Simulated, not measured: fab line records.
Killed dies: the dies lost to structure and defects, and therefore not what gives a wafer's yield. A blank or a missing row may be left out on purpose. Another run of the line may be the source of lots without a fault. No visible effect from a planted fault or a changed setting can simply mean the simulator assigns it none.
Matching of chambers || flow n5 finfet || N5_SPACER0_ALD_00 on ald sin-04: 3 sister chambers
The step deposits SiOCN, target thk 3.5 nm, pulse time 3 s, purge time 2 s. 3 wafers are shown with their chamber, then 6 later ones without.

WAFERS, EACH WITH ITS CHAMBER
{"wafer": "L253.1", "chamber": 0, "heater power w (W)": 810}
{"wafer": "L255.1", "chamber": 1, "heater power w (W)": 778}
{"wafer": "L255.3", "chamber": 3, "heater power w (W)": 790}

WAFERS WHOSE CHAMBER IS MISSING
{"wafer": "L255.5", "heater power w (W)": 824}
{"wafer": "L263.1", "heater power w (W)": 804}
{"wafer": "L263.3", "heater power w (W)": 819}
{"wafer": "L263.6", "heater power w (W)": 798}
{"wafer": "L272.1", "heater power w (W)": 802}
{"wafer": "L272.6", "heater power w (W)": 781}

THE CHAMBER EACH PASSED THROUGH
{"wafer": "L255.5", "from the rows above": 0, "in truth": 0}
{"wafer": "L263.1", "from the rows above": "can't be placed: 0 or 3", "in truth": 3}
{"wafer": "L263.3", "from the rows above": 0, "in truth": 0}
{"wafer": "L263.6", "from the rows above": "can't be placed: 3 or 0 or 1", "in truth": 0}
{"wafer": "L272.1", "from the rows above": "can't be placed: 0 or 3 or 1", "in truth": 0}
{"wafer": "L272.6", "from the rows above": "can't be placed: 1 or 3", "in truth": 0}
Placed correctly: 2 of 6. Not placeable from these rows: 4 (in 3, the candidates include the true chamber). Placed wrongly: 0.
How it was worked out, from the rows above alone: a wafer's distance from a chamber is the root of the sum, over the readings, of the square of ((its reading less the chamber's mean) divided by the reading's scatter). If the next closest chamber is less than 2 further off than the closest, the wafer can't be placed; otherwise it belongs to the closest. For every chamber, the mean is computed from those of its wafers that are shown. The scatter (one wafer shown for each chamber): square how far every hidden wafer sits from the nearest shown wafer, average those squares and take the square root.
